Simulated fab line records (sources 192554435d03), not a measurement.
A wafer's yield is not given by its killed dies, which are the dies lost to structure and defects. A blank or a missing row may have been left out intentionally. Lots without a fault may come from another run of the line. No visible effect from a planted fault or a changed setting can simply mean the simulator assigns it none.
Split-lot experiment | flow n5_finfet | on a route of 1938 steps: 7 lots, 39 wafers read

## ABOUT THE SPLIT
At N5_PASSIVATION_PECVD_01 (deposits SiNx from SiH4/NH3/N2, target thk 200 nm, time 43.2 s), the setting time_s was moved away from the recipe's 43.2 s on 12 of the 39 wafers read, by -59.0% to +27.5%. For the rest of the wafers, this setting stayed at what the recipe calls for.

The reading is taken at the split's own step.

## THE READING
SiNx_of_PASSIVATION_PECVD_01.thk_nm (the simulator's own value, which no gauge read), in nm, at N5_PASSIVATION_PECVD_01 (deposits SiNx from SiH4/NH3/N2, target thk 200 nm, time 43.2 s). There is no usual value for it anywhere in the file. Here, 27 wafers ran the recipe; their average is 199.3 nm with a standard deviation of 3 nm.

wafer  | tool, chamber at the split | time_s as run, s | against the recipe | SiNx_of_PASSIVATION_PECVD_01.thk_nm, nm | against lot-mates on the recipe
L075.1 | pecvd-04, 2                | 43.2             | recipe             | 195.8                                   | -
L075.2 | pecvd-04, 1                | 43.2             | recipe             | 201                                     | -
L075.3 | pecvd-04, 0                | 31.03            | -28.2%             | 142.6                                   | -57.0
L075.4 | pecvd-04, 1                | 31.03            | -28.2%             | 147                                     | -52.6
L075.5 | pecvd-04, 2                | 31.03            | -28.2%             | 140.8                                   | -58.8
L075.6 | pecvd-04, 0                | 43.2             | recipe             | 202                                     | -
L079.1 | pecvd-01, 2                | 43.2             | recipe             | 201.6                                   | -
L079.2 | pecvd-01, 0                | 43.2             | recipe             | 197.8                                   | -
L079.3 | pecvd-01, 1                | 43.2             | recipe             | 198                                     | -
L079.4 | pecvd-01, 1                | 43.2             | recipe             | 202.6                                   | -
L079.5 | pecvd-01, 2                | 43.2             | recipe             | 203.4                                   | -
L079.6 | pecvd-01, 0                | 43.2             | recipe             | 200.8                                   | -
L074.2 | pecvd-01, 1                | 43.2             | recipe             | 198.2                                   | -
L074.3 | pecvd-01, 0                | 43.2             | recipe             | 196.4                                   | -
L074.5 | pecvd-01, 0                | 43.2             | recipe             | 199.6                                   | -
L082.1 | pecvd-01, 1                | 43.2             | recipe             | 196                                     | -
L082.2 | pecvd-01, 0                | 17.73            | -59.0%             | 79.6                                    | -117.3
L082.3 | pecvd-01, 2                | 43.2             | recipe             | 198                                     | -
L082.4 | pecvd-01, 0                | 17.73            | -59.0%             | 81                                      | -115.9
L082.5 | pecvd-01, 1                | 43.2             | recipe             | 196.8                                   | -
L082.6 | pecvd-01, 2                | 17.73            | -59.0%             | 79.8                                    | -117.1
L086.1 | pecvd-04, 0                | 43.2             | recipe             | 197                                     | -
L086.2 | pecvd-04, 1                | 55.09            | +27.5%             | 252                                     | +55.4
L086.3 | pecvd-04, 2                | 43.2             | recipe             | 192.6                                   | -
L086.4 | pecvd-04, 1                | 43.2             | recipe             | 200.2                                   | -
L086.5 | pecvd-04, 0                | 55.09            | +27.5%             | 257                                     | +60.4
L086.6 | pecvd-04, 2                | 55.09            | +27.5%             | 251                                     | +54.4
L095.1 | pecvd-03, 0                | 43.2             | recipe             | 199.4                                   | -
L095.2 | pecvd-03, 0                | 43.2             | recipe             | 202.2                                   | -
L095.3 | pecvd-03, 0                | 43.2             | recipe             | 203.6                                   | -
L095.4 | pecvd-03, 0                | 43.2             | recipe             | 203.6                                   | -
L095.5 | pecvd-03, 0                | 43.2             | recipe             | 201.6                                   | -
L095.6 | pecvd-03, 0                | 43.2             | recipe             | 202                                     | -
L097.1 | pecvd-04, 2,1              | 43.2             | recipe             | 194.6                                   | -
L097.2 | pecvd-04, 2,1              | 43.2             | recipe             | 194.6                                   | -
L097.3 | pecvd-04, 0                | 25.6             | -40.7%             | 117.6                                   | -79.3
L097.4 | pecvd-04, 2                | 25.6             | -40.7%             | 113.8                                   | -83.1
L097.5 | pecvd-04, 1                | 25.6             | -40.7%             | 118                                     | -78.9
L097.6 | pecvd-04, 0                | 43.2             | recipe             | 201.6                                   | -
Rows listing several chambers each stand for several wafers; the file does not say which wafer went through which chamber.

THE FIT
A straight line over all 39 wafers: SiNx_of_PASSIVATION_PECVD_01.thk_nm changes by +2.01 nm for each +1% of time_s; r = +1.00; the points scatter about the line by 2.9 nm.
The same after taking each lot's own level away (the mean of its wafers on the recipe; 39 wafers): +1.99 nm for each +1%; r = +1.00; scatter 2.3 nm.
That fit puts the effect of the largest move of time_s on the reading at 1.2e+02 nm.
The span of the lots' own levels, 196.60 to 202.07 nm, comes to 1.8 times the standard deviation stated above.
Consequently the slope shifts little with the lot-to-lot level, the two slopes agreeing.
Check: -117 nm against its lot-mates is what the line predicts for one of the wafers moved furthest among these (-59.0%) when that wafer is left out of the fit. It came out at -117 nm against them.

## OTHER SPLITS APPLIED TO THESE WAFERS
Before the reading, these wafers also passed through other splits. Each is held against what the fit with the lots' levels taken away leaves over:
other split on the same wafers | wafers away from the commonest value | r with SiNx_of_PASSIVATION_PECVD_01.thk_nm (lot level and that fit taken away)
N5_BEOL_M8_DESCUM_33 time_s    | 9                                    | -0.05
N5_BEOL_M12_ILD_DEP_00 time_s  | 12                                   | +0.11
N5_BEOL_M13_SPUTTER_44 time_s  | 15                                   | +0.10

## FILE'S OWN FIT
SiNx_of_PASSIVATION_PECVD_01.thk_nm changes by +1.99 nm for each +1% of time_s, r = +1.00.
